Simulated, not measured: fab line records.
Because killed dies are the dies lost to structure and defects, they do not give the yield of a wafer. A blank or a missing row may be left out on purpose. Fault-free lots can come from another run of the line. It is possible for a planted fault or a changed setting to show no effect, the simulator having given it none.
The tool behind it: which one? | flow n5-finfet | 8 lots, 24 wafers sampled, at 3 steps of a route of 1938

## WHAT THE GAUGES READ, wafer by wafer
N5_SD_EPI_N_INSPECT_26: inspects for defects (darkfield).
lot  | measured    | on                | raw-defect-count
L906 | day 3 15:33 | defect-inspect-01 | 267 173 203
L907 | day 3 19:05 | defect-inspect-01 | 129 138 122
L911 | day 4 20:57 | defect-inspect-01 | 161 175 142
L913 | day 5 08:31 | defect-inspect-02 | 163 198 205
L914 | day 5 11:33 | defect-inspect-01 | 128 198 177
L918 | day 6 11:00 | defect-inspect-02 | 183 169 246
L920 | day 7 02:58 | defect-inspect-01 | 546 542 588
L922 | day 7 14:36 | defect-inspect-01 | 490 525 540

## EACH LOT AND THE TOOL THAT RAN IT (in order: tool; ch and the chambers of the sampled wafers; start)
lot  | N5_SD_EPI_N_DESCUM_14             | N5_SD_EPI_N_PRECLEAN_48
L906 | rie-diel-05 ch 0,1,3, day 3 10:50 | epi-rpcvd-02 ch 0, day 3 11:59
L907 | rie-diel-05 ch 0,1,3, day 3 14:20 | epi-rpcvd-04 ch 0, day 3 15:34
L911 | rie-diel-01 ch 0,1,3, day 4 16:15 | epi-rpcvd-02 ch 0, day 4 17:28
L913 | rie-diel-01 ch 0,1,2, day 5 02:50 | epi-rpcvd-01 ch 0, day 5 04:05
L914 | rie-diel-05 ch 0,1, day 5 07:22   | epi-rpcvd-04 ch 0, day 5 08:37
L918 | rie-diel-06 ch 1,2,3, day 6 07:04 | epi-rpcvd-01 ch 0, day 6 08:15
L920 | rie-diel-05 ch 0,3, day 6 22:48   | epi-rpcvd-01 ch 0, day 7 00:00
L922 | rie-diel-01 ch 1,2, day 7 09:55   | epi-rpcvd-01 ch 0, day 7 11:17
- N5_SD_EPI_N_DESCUM_14: chemistry O2, time 7.9 s.
- N5_SD_EPI_N_PRECLEAN_48: cleans in NF3:NH3, afs cycles 2, time 20 s, sublimation time 60 s.

## THE ANSWER, worked out from the rows above alone
Rule: usual is defined by the lots themselves. Put in order of their means at a reading, lots are off if they are a third of the lots or fewer, leave a main group of 4 or more, and stand apart from it by a gap of 3 or more times the standard deviation of the main group's means; of several such gaps the widest counts. If all means in a main group match to the digits the tables above print for the reading, that group is not used. A lot without any number at a reading at which 4 lots or more have one is off too. The other lots that the step has rows for count as sound.
Off, at N5_SD_EPI_N_INSPECT_26 on raw-defect-count: L920, L922. Mean 176 and standard deviation 28 in the main group.
A tool fits if, at a process step before that reading, it ran every lot that is off, and no sound lot after the first of them. The gauges at N5_SD_EPI_N_INSPECT_26 are tried like those tools. 2 tools fit, epi-rpcvd-01 at N5_SD_EPI_N_PRECLEAN_48 and defect-inspect-01 at N5_SD_EPI_N_INSPECT_26, so this cannot tell which one it is.

## WHAT THE SIMULATOR HAD INSERTED
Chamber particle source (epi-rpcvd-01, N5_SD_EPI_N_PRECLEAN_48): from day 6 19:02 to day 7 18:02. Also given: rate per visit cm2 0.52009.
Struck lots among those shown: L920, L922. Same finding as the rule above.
